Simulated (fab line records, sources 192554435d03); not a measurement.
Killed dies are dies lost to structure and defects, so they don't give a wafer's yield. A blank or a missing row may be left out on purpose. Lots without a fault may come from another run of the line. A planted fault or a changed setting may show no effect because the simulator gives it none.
Chamber matching | flow n5_finfet | N5_BEOL_M14_ETCH_67 on rie_diel-03: 4 sister chambers
The step etches SiARC in CF4, target depth 143 nm, time 238.3 s. 8 wafers are shown with their chamber, then 9 later ones without.

WAFERS WITH THEIR CHAMBER
wafer  | chamber | drypump_motor_current_A (A) | showerhead_plenum_p_Torr (Torr)
L082.1 | 0       | 5.7                         | 2.21
L082.5 | 2       | 5.3                         | 2.15
L082.6 | 3       | 6.3                         | 2.29
L084.2 | 2       | 5.3                         | 2.15
L084.6 | 1       | 5.2                         | 2.13
L083.1 | 3       | 6.3                         | 2.29
L083.2 | 0       | 5.7                         | 2.20
L083.4 | 1       | 5.3                         | 2.13

WAFERS WITHOUT THEIR CHAMBER
wafer  | drypump_motor_current_A (A) | showerhead_plenum_p_Torr (Torr)
L092.3 | 5.3                         | 2.14
L092.4 | 5.7                         | 2.20
L092.6 | 6.3                         | 2.28
L095.2 | 5.2                         | 2.12
L095.3 | 5.7                         | 2.19
L095.4 | 5.3                         | 2.13
L096.2 | 6.3                         | 2.28
L096.3 | 5.3                         | 2.13
L096.4 | 5.7                         | 2.19

WHICH CHAMBER EACH WENT THROUGH
wafer  | from the rows above     | in truth
L092.3 | can't be placed: 2 or 1 | 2
L092.4 | 0                       | 0
L092.6 | 3                       | 3
L095.2 | 1                       | 1
L095.3 | 0                       | 0
L095.4 | 1                       | 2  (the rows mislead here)
L096.2 | 3                       | 3
L096.3 | 1                       | 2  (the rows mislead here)
L096.4 | 0                       | 0
Placed correctly: 6 of 9. Can't be placed from these rows: 1 (the true chamber is among the candidates in 1). Placed wrongly: 2.
How it was worked out, from the rows above alone: a wafer's distance from a chamber is the root of the sum, over the readings, of the square of ((its reading less the chamber's mean) divided by the reading's scatter). The wafer belongs to the nearest chamber; if the next one is less than 2 further off, it can't be placed. A chamber's mean is the mean of its shown wafers. The scatter: the root of (the sum of the squares of (reading less its chamber's mean) over the shown wafers, divided by (wafers less chambers)).
